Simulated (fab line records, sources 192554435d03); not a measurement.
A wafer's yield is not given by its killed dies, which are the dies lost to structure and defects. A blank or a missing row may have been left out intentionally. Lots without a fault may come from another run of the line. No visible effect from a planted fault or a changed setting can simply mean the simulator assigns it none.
Chamber matching ; flow n5 finfet ; rie diel-03 running N5_BEOL_M13_ETCH_67: 4 sister chambers
The step etches SiARC in CF4, target depth 143 nm, time 238.3 s. 8 wafers are shown with their chamber, then 12 later ones without.

== WAFERS, EACH WITH ITS CHAMBER ==
wafer;chamber;showerhead plenum p Torr (Torr);drypump motor current A (A)
L085.2;2;2.14;5.5
L085.3;3;2.16;6.2
L088.1;0;2.05;6.2
L088.3;3;2.16;6.2
L088.4;2;2.13;5.5
L092.1;0;2.05;6.2
L092.4;1;2.21;6.2
L092.6;1;2.21;6.1

== WAFERS WITHOUT THEIR CHAMBER ==
wafer;showerhead plenum p Torr (Torr);drypump motor current A (A)
L094.1;2.13;5.5
L094.2;2.21;6.1
L094.6;2.13;5.5
L097.1;2.13;5.4
L097.2;2.15;6.2
L097.5;2.13;5.5
L093.1;2.15;6.2
L093.2;2.05;6.1
L093.3;2.21;6.2
L093.4;2.13;5.5
L093.5;2.15;6.2
L093.6;2.21;6.2

== THE CHAMBER EACH PASSED THROUGH ==
wafer;from the rows above;in truth
L094.1;2;2
L094.2;1;1
L094.6;2;2
L097.1;2;2
L097.2;3;3
L097.5;2;2
L093.1;3;3
L093.2;0;0
L093.3;1;1
L093.4;2;2
L093.5;3;3
L093.6;1;1
Placed correctly: 12 of 12. Not placeable from these rows: 0. Wrongly placed: 0.
How it was worked out, from the rows above alone: a wafer's distance from a chamber is the root of the sum, over the readings, of the square of ((its reading less the chamber's mean) divided by the reading's scatter). The wafer belongs to the nearest chamber; if the next one is less than 2 further off, it can't be placed. Each chamber's mean is taken over the wafers shown for it. The scatter: take each reading less its chamber's mean, square it, sum over the shown wafers, divide by the number of wafers less the number of chambers, and take the root.
